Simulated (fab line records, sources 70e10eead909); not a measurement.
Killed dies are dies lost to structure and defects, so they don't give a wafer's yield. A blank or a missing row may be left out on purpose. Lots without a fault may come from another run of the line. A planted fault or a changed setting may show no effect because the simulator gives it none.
Chamber matching | flow nand_harc | NHARC_A_STAIRCASE_DEP_259 on pecvd-02: 3 sister chambers
The step deposits SiON, target thk 30 nm. 6 wafers are shown with their chamber, then 7 later ones without.

WAFERS WITH THEIR CHAMBER
wafer  | chamber | showerhead_vpp_V (V) | heater_power_w (W)
L086.3 | 1       | 1082                 | 750
L091.2 | 1       | 1091                 | 771
L091.4 | 0       | 1166                 | 716
L091.5 | 2       | 1130                 | 885
L093.2 | 2       | 1114                 | 921
L093.3 | 0       | 1156                 | 738

WAFERS WITHOUT THEIR CHAMBER
wafer  | showerhead_vpp_V (V) | heater_power_w (W)
L093.4 | 1153                 | 913
L094.1 | 1126                 | 822
L094.3 | 1165                 | 871
L094.5 | 1095                 | 782
L095.2 | 1105                 | 804
L095.3 | 1154                 | 722
L095.5 | 1137                 | 894

WHICH CHAMBER EACH WENT THROUGH
wafer  | from the rows above     | in truth
L093.4 | 2                       | 2
L094.1 | can't be placed: 2 or 1 | 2
L094.3 | 2                       | 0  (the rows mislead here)
L094.5 | 1                       | 1
L095.2 | 1                       | 1
L095.3 | 0                       | 0
L095.5 | 2                       | 2
Placed correctly: 5 of 7. Can't be placed from these rows: 1 (the true chamber is among the candidates in 1). Placed wrongly: 1.
How it was worked out, from the rows above alone: a wafer's distance from a chamber is the root of the sum, over the readings, of the square of ((its reading less the chamber's mean) divided by the reading's scatter). The wafer belongs to the nearest chamber; if the next one is less than 2 further off, it can't be placed. A chamber's mean is the mean of its shown wafers. The scatter: the root of (the sum of the squares of (reading less its chamber's mean) over the shown wafers, divided by (wafers less chambers)).
